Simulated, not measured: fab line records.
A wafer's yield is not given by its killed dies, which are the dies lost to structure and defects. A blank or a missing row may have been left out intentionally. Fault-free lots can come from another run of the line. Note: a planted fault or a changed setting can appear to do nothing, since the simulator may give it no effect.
A lot that was struck, set against a sound lot -- flow n5-finfet -- 37 out of 1938 route steps
Sound: wafers L149.1, L149.5, L149.6. Struck: wafer L154.4 (left out: L154.1, L154.5 of the same lot, which were not struck); the cause appears at the end.
Per side, at each step with rows, come the tool, then ch with its chambers, and then its first start. Under that, the readings that differ: sound wafers -- struck wafers -- difference of the means -- sigmas: that difference in standard deviations of wafers without a fault.
alike: a reading whose means differ by less than 2 such deviations, as well as words and numbers matching on both sides. not compared: withheld readings; readings where some wafer has no value; bounds like >300 that might hide an equal value; numbers whose values overlap and for which the record gives no deviation.
A row with sigmas, a row that says differs or no value, or rows on one side alone: a step with any of these is where the two part. When numbers do not overlap yet have no deviation, they are printed without sigmas and do not part them. Lack of a reading on every wafer of one side parts them only where that side has two or more wafers.

first, 8 steps without rows for these wafers: N5_BEOL_M2_ECD_50 (material Cu, target thk 300 nm); N5_BEOL_M2_ANNEAL_51 (time 90 s); N5_BEOL_M2_CMP_52 (polishes, stops on SiOC, t overpolish 6.8 s, target thk 40 nm); N5_BEOL_M2_PRE_CLEAN_60 (time 15 s); N5_BEOL_M2_CO_CAP_55 (material Co, precursor CCTBA/H2, target thk 2 nm, time 102.1 s); N5_BEOL_M2_PRE_CLEAN_56 (time 15 s); N5_BEOL_M2_DEP_57 (deposits SiCN from 3MS/NH3, target thk 8 nm, time 14 s); N5_BEOL_M3_ILD_DEP_00 (deposits SiOC from DEMS/O2, target thk 79 nm, time 15.3 s).
N5_BEOL_M3_PECVD_72: deposits SiO2 from TEOS/O2, target thk 16 nm, time 18 s.
  sound on pecvd-01 ch 0,1, day 8 20:55; struck on pecvd-01 ch 2, day 10 04:20
reading,sound,struck,difference,sigmas
model.SiO2_of_BEOL_M3_PECVD_72.thk-nm (nm),16 16.2 16.2,30.8,+14.7,
  alike: heater-power-w, showerhead-plenum-p-Torr, susceptor-temp-C, throttle-valve-pct
then, 25 steps without rows for these wafers: N5_BEOL_M3_HM_DEP_02 (deposits TiN, target thk 20 nm); N5_BEOL_M3_COAT_61 (time 60 s, resist thk 60 nm); N5_BEOL_M3_COAT_62 (time 60 s, resist thk 12 nm); N5_BEOL_M3_COAT_73 (time 60 s, resist thk 5 nm); N5_BEOL_M3_COAT_05 (resist thk 30 nm); N5_BEOL_M3_EBR_07; N5_BEOL_M3_SOFTBAKE_06 (time 60 s); N5_BEOL_M3_EXPOSE_08 (exposes mask M3); N5_BEOL_M3_PEB_09 (peb time 60 s); N5_BEOL_M3_DEVELOP_10 (develop time 30 s); N5_BEOL_M3_DESCUM_16 (chemistry O2, time 7 s); N5_BEOL_M3_ETCH_74 (etches underlayer in N2/H2, target depth 6.5 nm, time 5.2 s); N5_BEOL_M3_ETCH_63 (etches SiARC in CF4, target depth 15.6 nm, time 26 s); N5_BEOL_M3_ETCH_64 (etches SOC in N2/H2, target depth 75 nm, overetch 15 nm, time 112.5 s); N5_BEOL_M3_STRIP_65 (strips in N2/H2); N5_BEOL_M3_STRIP_75 (strips in N2/H2); N5_BEOL_M3_STRIP_66 (strips in CF4); N5_BEOL_M3_HM_OPEN_17 (chemistry Cl2/BCl3, target TiN, target depth 20 nm, overetch 6 nm); N5_BEOL_M3_STRIP_19 (strips in O2); N5_BEOL_M3_COAT_67 (time 60 s, resist thk 60 nm); N5_BEOL_M3_COAT_68 (time 60 s, resist thk 12 nm); N5_BEOL_M3_COAT_76 (time 60 s, resist thk 5 nm); N5_BEOL_M3_COAT_22 (resist thk 30 nm); N5_BEOL_M3_EBR_24; N5_BEOL_M3_SOFTBAKE_23 (time 60 s).
N5_BEOL_M3_HM_STRIP_39: strips TiN in peroxide tin strip, target depth 25 nm, time 158 s.
  sound on wet-bench-06 ch 1,5,6, day 9 00:34; struck on wet-bench-02 ch 7, day 10 07:10
reading,sound,struck,difference,sigmas
model.SiO2_of_BEOL_M3_PECVD_72.thk-nm (nm),15.8 16 16,30.6,+14.7,
  alike: bath-guard-temp-C
N5_BEOL_M3_CMP_52: polishes, stops on SiOC, t overpolish 6.8 s, target thk 40 nm.
  sound on cmp-03 ch 0,1,2, day 9 06:45; struck on cmp-03 ch 3, day 10 12:18
reading,sound,struck,difference,sigmas
barrier-field-endpoint-s (s),24.9 24.5 24.1,41.2,+16.7,+24
overpolish-run-s (s),6.807 6.811 6.809,0.044,-6.765,-99 or more
  alike: motor-current-A
N5_BEOL_M4_RC_MEAS_101:
  sound on prober-02 ch 0, day 9 17:40; struck on prober-02 ch 0, day 11 00:00
reading,sound,struck,difference,sigmas
ION_P (uA/um),455 469 462,447,-15,-2
  alike: DIBL_N, DIBL_P, IOFF_N, IOFF_P, ION_N, SS_N, SS_P, VT_N, VT_P

WHERE THEY PART
Earliest at N5_BEOL_M3_CMP_52; latest, in this record, at N5_BEOL_M4_RC_MEAS_101.

WHY: what had been put in by the simulator
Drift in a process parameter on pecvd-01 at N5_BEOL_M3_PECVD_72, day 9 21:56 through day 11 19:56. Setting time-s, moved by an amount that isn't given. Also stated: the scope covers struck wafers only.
